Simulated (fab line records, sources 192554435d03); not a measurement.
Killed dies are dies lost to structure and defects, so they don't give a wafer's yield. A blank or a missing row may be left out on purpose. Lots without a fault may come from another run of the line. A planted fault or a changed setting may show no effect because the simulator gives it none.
Which tool did it? | flow n5_finfet | 9 lots, 26 wafers sampled, at 3 steps of a route of 1938

WHAT THE GAUGES READ, wafer by wafer
N5_BEOL_M12_INSPECT_30: inspects for defects (macro).
lot  | measured     | on                | raw_defect_count
L952 | day 12 10:40 | defect_inspect-02 | 1 2 2
L962 | day 15 04:58 | defect_inspect-02 | 2 4
L965 | day 15 18:38 | defect_inspect-01 | 0 >300 2
L969 | day 15 22:05 | defect_inspect-02 | 2 >300 1
L967 | day 16 11:22 | defect_inspect-01 | 2 >300 3
L970 | day 17 05:04 | defect_inspect-01 | 3 3 3
L971 | day 17 15:57 | defect_inspect-01 | 4 0 0
L974 | day 18 07:25 | defect_inspect-02 | 6 1 4
L973 | day 18 10:40 | defect_inspect-02 | 1 3 2

WHICH TOOL RAN EACH LOT (tool, then ch and the chambers of the sampled wafers, then the start)
lot  | N5_BEOL_M12_ETCH_59                | N5_BEOL_M12_VIA_ETCH_16
L952 | rie_diel-02 ch 0,2,3, day 12 09:47 | rie_diel-02 ch 0,2,3, day 12 09:50
L962 | rie_diel-02 ch 0,3, day 15 03:59   | rie_diel-02 ch 0,3, day 15 04:02
L965 | rie_diel-02 ch 1,2,3, day 15 17:46 | rie_diel-02 ch 1,2,3, day 15 17:49
L969 | rie_diel-02 ch 0,2,3, day 15 21:05 | rie_diel-02 ch 0,2,3, day 15 21:08
L967 | rie_diel-02 ch 1,2, day 16 10:24   | rie_diel-02 ch 1,3, day 16 10:27
L970 | rie_diel-06 ch 0,2,3, day 17 04:06 | rie_diel-06 ch 0,2,3, day 17 04:09
L971 | rie_diel-05 ch 1,2,3, day 17 14:59 | rie_diel-05 ch 1,2,3, day 17 15:02
L974 | rie_diel-06 ch 1,2, day 18 06:35   | rie_diel-06 ch 1,2, day 18 06:38
L973 | rie_diel-05 ch 1,2,3, day 18 09:49 | rie_diel-05 ch 1,2,3, day 18 09:52
- N5_BEOL_M12_ETCH_59: etches BARC in N2/H2, target depth 89 nm, overetch 26.7 nm, time 67.9 s.
- N5_BEOL_M12_VIA_ETCH_16: etches SiOC in C4F8/O2/Ar, target depth 724.8 nm.

THE ANSWER, worked out from the rows above alone
Rule: what is usual is taken from the lots themselves. Put in order of their means at a reading, lots are off if they are a third of the lots or fewer, leave a main group of 4 or more, and stand apart from it by a gap of 3 or more times the standard deviation of the main group's means; of several such gaps the widest counts. A main group whose means are all the same, to the digits that the tables above print for the reading, isn't used. A lot without any number at a reading at which 4 lots or more have one is off too. The other lots that the step has rows for count as sound.
No lot is off at any reading shown: from this, nothing can be told.

WHAT THE SIMULATOR HAD PUT IN
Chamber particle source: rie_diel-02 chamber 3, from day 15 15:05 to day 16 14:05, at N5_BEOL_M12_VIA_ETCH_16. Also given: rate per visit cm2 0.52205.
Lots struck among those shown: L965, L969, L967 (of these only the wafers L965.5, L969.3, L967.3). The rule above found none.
